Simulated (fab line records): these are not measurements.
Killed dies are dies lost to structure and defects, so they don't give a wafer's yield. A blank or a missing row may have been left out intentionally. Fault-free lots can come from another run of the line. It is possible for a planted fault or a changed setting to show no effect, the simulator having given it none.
Matching of chambers + flow nandHarc + NHARC_A_CHANNEL_FILL_D1_ALD_25 on aldHk-02 has 4 sister chambers
The step deposits SiOx, target thk 60 nm, pulse time 10 s, ald cycles 600. 8 wafers are shown with their chamber, then 8 later ones without.

## WAFERS WITH THEIR CHAMBER
| wafer  | chamber | heaterPowerW (W) | precursorPulseHeightRel |
|--------|---------|------------------|-------------------------|
| L075.1 | 1       | 500              | 0.989                   |
| L076.4 | 1       | 514              | 0.983                   |
| L082.1 | 2       | 670              | 1.013                   |
| L082.6 | 3       | 574              | 0.966                   |
| L085.4 | 0       | 534              | 1.002                   |
| L085.5 | 3       | 494              | 1.015                   |
| L085.6 | 0       | 555              | 1.019                   |
| L091.1 | 2       | 647              | 0.999                   |

## WAFERS WHOSE CHAMBER IS MISSING
| wafer  | heaterPowerW (W) | precursorPulseHeightRel |
|--------|------------------|-------------------------|
| L091.3 | 528              | 1.020                   |
| L091.5 | 519              | 0.991                   |
| L095.1 | 520              | 0.971                   |
| L095.4 | 636              | 1.043                   |
| L095.2 | 557              | 1.041                   |
| L097.1 | 647              | 0.994                   |
| L097.4 | 521              | 0.969                   |
| L097.5 | 500              | 1.013                   |

## THE CHAMBER EACH PASSED THROUGH
| wafer  | from the rows above          | in truth |
|--------|------------------------------|----------|
| L091.3 | can't be placed: 0 or 3 or 1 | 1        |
| L091.5 | can't be placed: 1 or 3 or 0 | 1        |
| L095.1 | can't be placed: 1 or 3 or 0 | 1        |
| L095.4 | can't be placed: 2 or 0      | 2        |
| L095.2 | can't be placed: 0 or 3 or 1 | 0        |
| L097.1 | 2                            | 2        |
| L097.4 | can't be placed: 1 or 3 or 0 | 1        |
| L097.5 | can't be placed: 1 or 0 or 3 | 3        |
Correct placement for 1 of the 8. Cannot be placed on the basis of these rows: 7; the candidates contain the true chamber in 7. Number placed wrongly: 0.
How it was worked out, from the rows above alone: a wafer's distance from a chamber is the root of the sum, over the readings, of the square of ((its reading less the chamber's mean) divided by the reading's scatter). The wafer belongs to the nearest chamber; if the next one is less than 2 further off, it can't be placed. The mean given for a chamber averages the wafers shown for that chamber. The scatter is the square root of a quotient: the sum, over the shown wafers, of each reading's squared deviation from its chamber's mean, divided by wafers minus chambers.
